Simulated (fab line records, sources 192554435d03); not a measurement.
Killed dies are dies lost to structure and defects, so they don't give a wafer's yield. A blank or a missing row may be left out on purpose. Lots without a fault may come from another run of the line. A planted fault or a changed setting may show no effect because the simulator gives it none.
fab line records | flow n5_finfet
record lots=5 wafers=15 last_day=18
route steps=1938 shown BEOL_M6@1252 BEOL_M7@1263 PASSIVATION@1936
lots that met no fault: from a run of the same line without faults
start_h: hours from the record's first day to the start of the lot's first wafer shown | wait_h: hours since the lot's step before | " the same as in the row above | L1.1+2: a row that stands for several wafers | - no value, or no start given | * or withheld: withheld | < > ~ a bound
route shown NAME@n: a module of which the file shows steps, and the number in the route of the first | usual: mean/standard deviation of fault-free wafers | same: alike in all rows | chamber/n: place in a boat | sites: the reading at each site | _std_site: their standard deviation | _edge_site: outer sites' mean less inner sites' | radius_mm: how far each site lies from the wafer's centre | mask NAME#n: copy n | behind: the tool/chamber that last shaped the wafer | hold: why the lot was held/for how many hours/how that ended | device: the transistor (n, p or np) that didn't switch | end of line: the same wafers' tests at the end of the route | a step without rows: its recipe alone | killed: dies lost to structure and defects at the first sort, not the wafer's yield | map: a wafer's dies, x killed, . not, _ none there
set.NAME: the setting as run; set.NAME@STEP: as run at that earlier step | model.NAME: the simulator's own value behind a step, which no gauge read
lots at some steps of the route; a table a step, a row a wafer
services: from which hour (start_h, from the record's first day; less than 0 if before it) a tool's chamber was out of use, for how many hours, and why
## steps
# step N5_BEOL_M6_SURFACE_TREAT_79
# recipe gas=Ar time_s=* ion_energy_ev=* ion_current_ma_cm2=0.5 pressure_mtorr=* ar_flow_sccm=30
# step N5_BEOL_M6_CVD_78
# recipe material=Co target_thk_a=20 temp_c=withheld precursor=CCTBA/H2 pressure_torr=30 time_s=142.3
# step N5_BEOL_M6_SPUTTER_48
# recipe material=Cu target_thk_a=100 temp_c=-20 bias_v=60 power_w=26000 chamber_pressure_pa=0.13 time_s=1.667
# step N5_BEOL_M6_ECD_50
# recipe material=Cu target_thk_a=3000
# step N5_BEOL_M6_ANNEAL_51
# recipe temp_c=225 time_s=90 ambient=N2
# step N5_BEOL_M6_CMP_52
# recipe stop_on=SiCOH_lowk t_overpolish_s=6.9 down_force_psi=1 platen_rpm=50 clearing_platen_down_force_psi=1.5 clearing_platen_rpm=50 post_cmp_clean=cu_alkaline target_thk_nm=80 clearing_platen_pad_velocity_m_s=0.99484 pad_velocity_m_s=0.99484
# step N5_BEOL_M6_PRE_CLEAN_55
# recipe gas=NH3 time_s=15 temp_c=withheld rf_power_w=300
# step N5_BEOL_M6_DEP_56
# recipe material=SiCN target_thk_a=100 temp_c=withheld precursor=3MS/NH3 pressure_torr=3 rf_w=202 time_s=17.5
# step N5_BEOL_M7_ILD_DEP_00
# recipe material=SiCOH_lowk target_thk_a=1797.5 temp_c=300 precursor=DEMS/porogen pressure_torr=5 rf_w=500 time_s=33.4
# step N5_BEOL_M7_CURE_74
# recipe temp_c=385 time_s=240 ambient=He/Ar material=SiCOH_lowk
# usual lamp_power_pct=52.31/0.06 run_length_s=286.1/1.1 time_s=240/0 wafer_temp_C_max=386.7/0.58
# columns lot.wafer tool chamber start_h wait_h lamp_power_pct run_length_s time_s wafer_temp_C_max model.SiCOH_lowk_of_BEOL_M7_ILD_DEP_00.thk_nm
L939.1 uv_cure-03 0 229.90 0.1 52.34 286.5 240 386.3 154.2
L939.2 " 0 " " 52.32 286.0 240 386.0 155.6
L939.5 " 0 " " 52.34 285.7 240 385.9 158.2
L945.2 uv_cure-03 0 276.20 0.4 - - - - 180.8
L945.3 " 0 " " - - - - 177.6
L945.6 " 0 " " - - - - 184
L947.2 uv_cure-03 2 281.22 1.2 - - - - 176.4
L947.3 " 2 " " - - - - 176.2
L947.6 " 2 " " - - - - 175.6
L946.2 uv_cure-03 0 282.00 1.3 - - - - 178.6
L946.3 " 0 " " - - - - 176.4
L946.5 " 0 " " - - - - 183.4
L956.1 uv_cure-02 2 332.30 0.0 52.37 285.6 240 386.8 153.8
L956.4 " 2 " " 52.34 285.8 240 386.0 155.8
L956.5 " 2 " " 52.33 285.5 240 386.4 155.6
# step N5_BEOL_M7_THK_MEAS_01
# recipe reads=SiCOH_lowk_of_BEOL_M7_ILD_DEP_00
# usual M7_ILD_THK=154.9/2.1
# columns lot.wafer tool chamber start_h wait_h M7_ILD_THK[nm]
L939.1 film_metro-02 - 230.41 0.4 154.3
L939.2 " - " " 155.7
L939.5 " - " " 158.2
L945.2 film_metro-02 - 276.64 0.4 180.6
L945.3 " - " " 177.6
L945.6 " - " " 184.0
L947.2 film_metro-01 - 281.65 0.4 176.5
L947.3 " - " " 176.2
L947.6 " - " " 175.6
L946.2 film_metro-01 - 282.43 0.4 178.4
L946.3 " - " " 176.5
L946.5 " - " " 183.5
L956.1 film_metro-01 - 332.81 0.4 153.7
L956.4 " - " " 155.7
L956.5 " - " " 155.7
# step N5_BEOL_M7_PECVD_70
# recipe material=SiO2 target_thk_a=200 temp_c=400 precursor=TEOS/O2 pressure_torr=5.5 rf_w=450 teos_flow_sccm=53.8 gas=O2 flow_sccm=3000 time_s=22.7
# step N5_BEOL_M7_HM_DEP_02
# recipe material=TiN target_thk_a=200 temp_c=25 chamber_pressure_pa=0.49996
# step N5_BEOL_M7_COAT_59
# recipe resist=SOC temp_c=250 time_s=60 spin_rpm=1500 resist_thk_nm=100
# step N5_BEOL_M7_COAT_60
# recipe resist=SiARC temp_c=220 time_s=60 spin_rpm=1500 resist_thk_nm=35
# step N5_BEOL_M7_COAT_05
# recipe resist=CAR-ArF spin_rpm=1500 resist_thk_nm=90
# step N5_BEOL_M7_EBR_07
# recipe solvent=PGMEA ebr_width_mm=1.5
# step N5_BEOL_M7_SOFTBAKE_06
# recipe temp_c=110 time_s=60 resist=CAR-ArF
# step N5_BEOL_M7_EXPOSE_08
# recipe mask_id=M7 na=1.35 source_shape=dipole sigma_inner=0.817 sigma_outer=0.97 polarization=te dose_mj=68.25
# step N5_BEOL_M7_PEB_09
# recipe peb_temp_c=withheld peb_time_s=60 resist=CAR-ArF
# step N5_BEOL_M7_DEVELOP_10
# recipe develop_time_s=30 developer=TMAH resist=CAR-ArF rinse_liquid=diw dry=air_spin dev_temp_c=23
# step N5_BEOL_M7_DESCUM_16
# recipe chemistry=O2 time_s=7.9 source_power_w=50 bias_power_w=20 pressure_mtorr=20 rf_frequency_hz=2.712e+07 temp_c=40 resist=CAR-ArF o2_flow_sccm=225
# step N5_BEOL_M7_ETCH_61
# recipe chemistry=CF4 target=SiARC target_depth_a=455 mask_material=CAR-ArF time_s=75.8 ion_energy_ev=80 pressure_mtorr=40 source_w=545 bias_w=36 Ar_flow_sccm=100 cf4_flow_sccm=100 ends=cleared
# step N5_BEOL_M7_ETCH_62
# recipe chemistry=N2/H2 target=SOC target_depth_a=1100 overetch_a=220 mask_material=SiARC temp_c=40 time_s=165 ion_energy_ev=200 pressure_mtorr=30 source_w=840 bias_w=150 n2_flow_sccm=200 h2_flow_sccm=200
# step N5_BEOL_M7_STRIP_68
# recipe chemistry=N2/H2 temp_c=40 n2_flow_sccm=200 h2_flow_sccm=200 rf_frequency_hz=6e+07
# step N5_BEOL_M7_STRIP_67
# recipe chemistry=CF4 resist=SiARC power_w=300 bias_power_w=75 pressure_mtorr=50 cf4_flow_sccm=150 rf_frequency_hz=6e+07
# step N5_BEOL_M7_HM_OPEN_17
# recipe chemistry=Cl2/BCl3 target_depth_a=200 overetch_a=60 target=TiN mask_material=SOC ion_energy_ev=150 pressure_mtorr=10 icp_w=1000 bias_w=126 Cl2_flow_sccm=53.25 bcl3_flow_sccm=21.75 Ar_flow_sccm=25
# step N5_BEOL_M7_STRIP_19
# recipe chemistry=O2 power_w=400 temp_c=40 pressure_mtorr=30 rf_frequency_hz=6e+07 bias_power_w=0 overash_fraction=0.2 o2_flow_sccm=225
# step N5_BEOL_M7_COAT_63
# recipe resist=SOC temp_c=250 time_s=60 spin_rpm=1500 resist_thk_nm=60
# step N5_BEOL_M7_COAT_64
# recipe resist=SiARC temp_c=220 time_s=60 spin_rpm=1500 resist_thk_nm=12
# step N5_BEOL_M7_COAT_71
# recipe resist=underlayer temp_c=205 time_s=60 spin_rpm=1500 resist_thk_nm=5
# step N5_BEOL_M7_COAT_22
# recipe resist=CAR-EUV spin_rpm=1500 resist_thk_nm=30
# step N5_BEOL_M7_EBR_24
# recipe solvent=PGMEA ebr_width_mm=1.5
# step N5_BEOL_M7_SOFTBAKE_23
# recipe temp_c=110 time_s=60 resist=CAR-EUV
# step N5_BEOL_M7_EXPOSE_25
# recipe mask_id=V6 na=0.33 source_shape=annular sigma_inner=0.4 sigma_outer=0.8 polarization=unpolarized target_cd_nm=40 dose_mj=42.5
# step N5_BEOL_M7_CMP_52
# recipe stop_on=SiCOH_lowk t_overpolish_s=6.9 down_force_psi=1 platen_rpm=50 clearing_platen_down_force_psi=1.5 clearing_platen_rpm=50 post_cmp_clean=cu_alkaline target_thk_nm=80 clearing_platen_pad_velocity_m_s=0.99484 pad_velocity_m_s=0.99484
# usual motor_current_A=6.3/0.76
# columns lot.wafer tool chamber start_h wait_h motor_current_A model.SiCOH_lowk_of_BEOL_M7_ILD_DEP_00.thk_nm
L939.1 cmp-03 2 239.05 0.3 6.7 151.2
L939.2 " 0 " " 5.8 152.6
L939.5 " 2 " " 6.5 155.2
L945.2 cmp-03 2 283.67 0.2 6.4 177.8
L945.3 " 3 " " 7.5 174.6
L945.6 " 2 " " 5.9 181
L946.2 cmp-03 3 289.46 0.3 8.0 175.6
L946.3 " 0 " " 5.4 173.4
L946.5 " 2 " " 6.5 180.4
L947.3 cmp-03 3 290.25 0.2 7.8 173.2
L947.2 " 1 " " 6.1 173.4
L947.6 " 2 " " 6.4 172.6
L956.4 cmp-01 3 341.13 0.1 6.3 152.8
L956.1 " 1 " " 6.1 150.8
L956.5 " 3 " " 6.3 152.6
# step N5_PASSIVATION_PROBE_49
# usual defect_limited_yield=91.2/1.5 killed_at_M0_to_M3=32/9.6 killed_at_M4_up=13/5.3 killed_at_contacts=13/6.7 killed_at_front_end=42/11 killed_at_other=3.8/2.9 killed_dies=103/17 killed_open=67/13 killed_short=35/7.9 sort_bin_5_function=5.2/0.94 sort_bin_6_memory=3.3/0.64 sort_n_pass=1077/17 sort_yield_pct=91.2/1.5
# same gross_dies=1180 killed_at_back_side=0 sort_bin_4_leakage[%]=0 sort_bin_8_speed[%]=0
# columns lot.wafer tool chamber start_h wait_h defect_limited_yield[%] killed_at_M0_to_M3 killed_at_M4_up killed_at_contacts killed_at_front_end killed_at_other killed_dies killed_open killed_short sort_bin_5_function[%] sort_bin_6_memory[%] sort_n_pass sort_yield_pct[%]
L939.1 prober-01 - 318.37 0.0 92.8 29 15 13 27 1 85 58 24 4.3 2.4 1095 92.8
L939.2 prober-01 - 318.42 0.1 91.9 29 5 12 41 8 95 56 35 4.9 2.6 1085 91.9
L939.5 prober-01 - 318.57 0.2 93.4 35 8 9 23 3 78 53 23 3.6 2.5 1102 93.4
L945.2 prober-02 - 358.30 0.1 90.8 33 13 10 47 6 109 76 32 5.1 3.7 1071 90.8
L945.3 prober-02 - 358.35 0.1 89.2 38 13 18 51 7 127 87 39 6.2 4.0 1053 89.2
L945.6 prober-02 - 358.50 0.3 92.9 32 4 8 36 4 84 52 31 4.1 2.9 1096 92.9
L946.2 prober-01 - 367.08 0.1 92.0 39 6 10 34 5 94 56 38 4.7 2.7 1086 92.0
L946.3 prober-01 - 367.13 0.1 91.8 27 11 9 43 7 97 63 31 5.0 3.1 1083 91.8
L946.5 prober-01 - 367.23 0.2 92.4 18 7 10 46 9 90 61 27 4.9 2.5 1090 92.4
L947.2 prober-02 - 371.22 0.1 90.6 50 8 17 36 0 111 69 41 5.5 3.5 1069 90.6
L947.3 prober-02 - 371.27 0.1 90.7 39 14 24 33 0 110 70 40 5.7 3.3 1070 90.7
L947.6 prober-02 - 371.42 0.3 89.8 33 12 25 48 2 120 73 44 5.6 3.8 1060 89.8
L956.1 prober-01 - 432.57 0.0 90.6 36 19 10 44 2 111 75 34 5.3 3.6 1069 90.6
L956.4 prober-01 - 432.72 0.2 92.5 26 10 6 42 4 88 56 31 4.1 3.3 1092 92.5
L956.5 prober-01 - 432.77 0.2 91.3 20 13 20 50 0 103 71 32 5.4 3.1 1077 91.3
# killed by level:class
L939.1 MOL_CONTACT_COAG:geometric_particle:open=11 FIN_SAQP:geometric_particle:open=7 GATE_CUT:geometric_particle:short=6 BEOL_M3:geometric_particle:open=6 BEOL_M2:geometric_particle:open=5 BEOL_M0_SAQP:geometric_particle:open=4 DUMMY_GATE:geometric_particle:open=3 BEOL_M0_SAQP:geometric_particle:short=3
L939.2 FIN_SAQP:geometric_particle:open=11 MOL_CONTACT_COAG:geometric_particle:open=11 FIN_SAQP:geometric_particle:short=8 BEOL_M0:geometric_particle:open=5 BEOL_M3:geometric_particle:open=5 STARTING-WAFER:geometric_particle:open=5 BEOL_M1:geometric_particle:short=4 GATE_CUT:geometric_particle:open=3
L939.5 FIN_SAQP:geometric_particle:open=9 BEOL_M1:geometric_particle:open=9 BEOL_M2:geometric_particle:open=9 BEOL_M0_SAQP:geometric_particle:open=6 MOL_CONTACT_COAG:geometric_particle:open=5 BEOL_M0_SAQP:geometric_particle:short=5 MOL_CONTACT_COAG:geometric_particle:short=4 BEOL_M3:geometric_particle:open=4
L945.2 BEOL_M0_SAQP:geometric_particle:open=10 STI_FIN_REVEAL:geometric_particle:open=9 ILD0:geometric_particle:open=8 BEOL_M3:geometric_particle:open=7 MOL_CONTACT_COAG:geometric_particle:open=6 ILD0:geometric_particle:short=5 GATE_CUT:geometric_particle:short=5 BEOL_M1:geometric_particle:open=5
L945.3 MOL_CONTACT_COAG:geometric_particle:open=16 STI_FIN_REVEAL:geometric_particle:open=13 BEOL_M0_SAQP:geometric_particle:short=10 BEOL_M0_SAQP:geometric_particle:open=10 FIN_SAQP:geometric_particle:open=8 BEOL_M3:geometric_particle:open=8 GATE_CUT:geometric_particle:short=7 FIN_SAQP:geometric_particle:short=6
L945.6 STI_FIN_REVEAL:geometric_particle:open=9 BEOL_M0_SAQP:geometric_particle:open=9 BEOL_M0_SAQP:geometric_particle:short=7 BEOL_M1:geometric_particle:open=6 ILD0:geometric_particle:open=5 GATE_CUT:geometric_particle:short=5 MOL_CONTACT_COAG:geometric_particle:open=5 FIN_SAQP:geometric_particle:short=4
L946.2 BEOL_M3:geometric_particle:open=9 STI_FIN_REVEAL:geometric_particle:open=8 MOL_CONTACT_COAG:geometric_particle:open=8 STI_FIN_REVEAL:geometric_particle:short=5 DUMMY_GATE:geometric_particle:open=5 GATE_CUT:geometric_particle:open=5 BEOL_M0:geometric_particle:short=5 BEOL_M2:geometric_particle:open=5
L946.3 DUMMY_GATE:geometric_particle:open=10 BEOL_M3:geometric_particle:open=10 FIN_SAQP:geometric_particle:short=6 FIN_SAQP:geometric_particle:open=5 STI_FIN_REVEAL:geometric_particle:open=5 MOL_CONTACT_COAG:geometric_particle:open=5 DUMMY_GATE:geometric_particle:short=4 GATE_CUT:geometric_particle:short=4
L946.5 STI_FIN_REVEAL:geometric_particle:open=12 DUMMY_GATE:geometric_particle:open=12 BEOL_M3:geometric_particle:open=8 MOL_CONTACT_COAG:geometric_particle:open=7 FIN_SAQP:geometric_particle:short=5 GATE_CUT:geometric_particle:short=5 BEOL_M4:geometric_particle:open=4 MOL_CONTACT_COAG:geometric_particle:short=3
L947.2 BEOL_M0_SAQP:geometric_particle:open=20 BEOL_M0_SAQP:geometric_particle:short=17 MOL_CONTACT_COAG:geometric_particle:open=13 FIN_SAQP:geometric_particle:open=9 FIN_SAQP:geometric_particle:short=7 STI_FIN_REVEAL:geometric_particle:open=6 MOL_CONTACT_COAG:geometric_particle:short=4 GATE_CUT:geometric_particle:short=3
L947.3 MOL_CONTACT_COAG:geometric_particle:open=15 FIN_SAQP:geometric_particle:short=10 BEOL_M0_SAQP:geometric_particle:open=10 BEOL_M0_SAQP:geometric_particle:short=10 MOL_CONTACT_COAG:geometric_particle:short=9 FIN_SAQP:geometric_particle:open=6 BEOL_M3:geometric_particle:open=6 DUMMY_GATE:geometric_particle:open=5
L947.6 MOL_CONTACT_COAG:geometric_particle:open=19 STI_FIN_REVEAL:geometric_particle:open=9 BEOL_M0_SAQP:geometric_particle:short=9 FIN_SAQP:geometric_particle:open=8 BEOL_M0_SAQP:geometric_particle:open=7 MOL_CONTACT_COAG:geometric_particle:short=6 BEOL_M4:geometric_particle:open=5 FIN_SAQP:geometric_particle:short=4
L956.1 BEOL_M0_SAQP:geometric_particle:open=14 BEOL_M0_SAQP:geometric_particle:short=11 FIN_SAQP:geometric_particle:open=9 STI_FIN_REVEAL:geometric_particle:open=9 MOL_CONTACT_COAG:geometric_particle:open=8 BEOL_M4:geometric_particle:open=7 BEOL_M1:geometric_particle:open=6 FIN_SAQP:geometric_particle:short=4
L956.4 STI_FIN_REVEAL:geometric_particle:open=21 BEOL_M0_SAQP:geometric_particle:short=8 FIN_SAQP:geometric_particle:open=5 BEOL_M1:geometric_particle:open=5 FIN_SAQP:geometric_particle:short=3 STI_FIN_REVEAL:geometric_particle:short=3 MOL_CONTACT_COAG:geometric_particle:short=3 STARTING-WAFER:geometric_particle:open=3
L956.5 MOL_CONTACT_COAG:geometric_particle:open=18 FIN_SAQP:geometric_particle:short=14 FIN_SAQP:geometric_particle:open=12 STI_FIN_REVEAL:geometric_particle:open=8 BEOL_M3:geometric_particle:open=6 BEOL_M0_SAQP:geometric_particle:open=5 ILD0:geometric_particle:short=4 BEOL_M0_SAQP:geometric_particle:short=4
## services
# columns tool chamber start_h hours kind
uv_cure-02 - 226.67 3.9 repair
cmp-03 - 243.11 0.5 repair
cmp-01 - 247.09 1.8 repair
uv_cure-02 - 260.12 44.8 repair
cmp-01 - 268.50 4.0 pm
cmp-01 - 272.50 - consumable_replace:conditioner
cmp-01 - 272.50 - consumable_replace:pad
cmp-01 - 279.79 0.9 repair
cmp-01 - 306.65 1.1 repair
## key
first_sign step=N5_BEOL_M7_CURE_74 reading=tool_record direction=missing
effect step=N5_BEOL_M7_THK_MEAS_01 reading=M7_ILD_THK direction=up sigmas=11 usual=154.9 struck=178.8
model_effect step=N5_BEOL_M7_CURE_74 value=SiCOH_lowk_of_BEOL_M7_ILD_DEP_00.thk_nm without=154.1 struck=178.8
model_effect step=N5_BEOL_M7_CMP_52 value=SiCOH_lowk_of_BEOL_M7_ILD_DEP_00.thk_nm without=151.1 struck=175.8
met_at N5_BEOL_M7_CURE_74
struck_wafers L945.2,L945.3,L945.6,L946.2,L946.3,L946.5,L947.2,L947.3,L947.6
onset_between 229.90 276.20
fault kind=skipped_step_whole tool=uv_cure-03 chamber=- onset_h=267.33 steps=N5_BEOL_M7_CURE_74 scope=struck_lots_only
